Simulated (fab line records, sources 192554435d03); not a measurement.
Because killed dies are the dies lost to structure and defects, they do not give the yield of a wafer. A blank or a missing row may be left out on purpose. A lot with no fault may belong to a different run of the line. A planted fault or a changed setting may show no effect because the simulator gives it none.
Problem report, 8D (eight disciplines) form, completed by code | flow n5Finfet | the parts of the form that need people (team, actions taken, sign-off) are left out

1. THE ISSUE
Mean of runLengthS at N5_BEOL_M7_VIA_ETCH_34: 90.4 s across 4 wafers in 3 lots; on wafers with no fault it is 73.9 s (standard deviation 0.48). Relative to the usual mean, that is a shift of +34 standard deviations.
The step: etches SiCOH lowk in C4F6/O2, target depth 125.5 nm, time 50.5 s.
First seen on wafer L635.1, day 14 18:20, on rieDiel-04. At this step, 20 wafers from 7 lots have a number in the record. Rule for "out", or "out of limits": more than 4 standard deviations from the usual mean. All remaining wafers that have a number are taken as sound.

2. WHAT IT IS; WHAT IT IS NOT
question                    | is                             | is not
which readings at this step | runLengthS                     | drypumpMotorCurrentA, oes_o_777_au, oesProductAu, rfVppV, showerheadPlenumPTorr, throttleValvePct
which lots                  | L635, L637, L638               | L620, L626, L641, L642
which wafers of those lots  | L635.1, L635.6, L637.6, L638.1 | L635.5, L637.3, L637.4, L638.3
read on which tools         | rieDiel-04                     | rieDiel-05, rieDiel-06
when                        | from day 14 18:20              | up to then (7 sound wafers); but 9 sound wafers of L637, L638, L641, L642 came after

3. THE SUSPECTS, EACH WITH WHAT RULES IT OUT
Counting: if a tool at a process step up to the reading ran every lot that is out, it stays a suspect. Sound lots after the first of them don't rule it out here, since some wafers of a struck lot are sound.
- rieDiel-04 at N5_BEOL_M7_DESCUM_33 (chemistry O2, time 7 s): kept. Ran every lot that is out, first one L635 (day 14 18:09); last sound lot up to then L626 (day 11 13:49).
- rieDiel-04 at N5_BEOL_M7_ETCH_72 (etches underlayer in N2/H2, target depth 6.5 nm, time 5.2 s): kept. Ran every lot that is out, first one L635 (day 14 18:11); last sound lot up to then L626 (day 11 13:51).
- rieDiel-04 at N5_BEOL_M7_ETCH_65 (etches SiARC in CF4, target depth 15.6 nm, time 26 s): kept. Ran every lot that is out, first one L635 (day 14 18:12); last sound lot up to then L626 (day 11 13:52).
- rieDiel-04 at N5_BEOL_M7_ETCH_66 (etches SOC in N2/H2, target depth 80 nm, overetch 16 nm, time 120 s): kept. Ran every lot that is out, first one L635 (day 14 18:14); last sound lot up to then L626 (day 11 13:53).
- rieDiel-04 at N5_BEOL_M7_VIA_ETCH_34 (etches SiCOH lowk in C4F6/O2, target depth 125.5 nm, time 50.5 s): kept. Ran every lot that is out, first one L635 (day 14 18:20); last sound lot up to then L626 (day 11 13:59). Out on those wafers are its own readings of runLengthS.
Left after counting: rieDiel-04 at N5_BEOL_M7_DESCUM_33, rieDiel-04 at N5_BEOL_M7_ETCH_72, rieDiel-04 at N5_BEOL_M7_ETCH_65, rieDiel-04 at N5_BEOL_M7_ETCH_66, rieDiel-04 at N5_BEOL_M7_VIA_ETCH_34.

4. THE CAUSE (what the simulator had put in)
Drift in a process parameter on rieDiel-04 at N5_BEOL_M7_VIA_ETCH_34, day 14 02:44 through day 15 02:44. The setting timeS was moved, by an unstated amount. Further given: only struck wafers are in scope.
After counting, 5 suspects remain, this tool included.

5. SEQUENCE OF EFFECTS, ordered by route
Each row: a reading where the mean over the struck wafers with a number is more than 3 standard deviations away from the usual. Only readings for which the record gives a usual standard deviation are gone through. hours: the time from each lot's start at the first step in this table that gives one to its start at this step, as a median over the lots. sigmas: the change in usual standard deviations.
hours | step                   | reading    | usual  | on struck wafers | change | sigmas
0     | N5_BEOL_M7_VIA_ETCH_34 | runLengthS | 73.9 s | 90.4             | +16.5  | +34
Here are the process steps it includes:
- N5_BEOL_M7_VIA_ETCH_34: etches SiCOH lowk in C4F6/O2, target depth 125.5 nm, time 50.5 s.

6. HOW IT WOULD HAVE BEEN CAUGHT EARLIER
In this record no reading fell out of limits until day 14 18:20, 16 hours after the fault had begun at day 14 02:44.
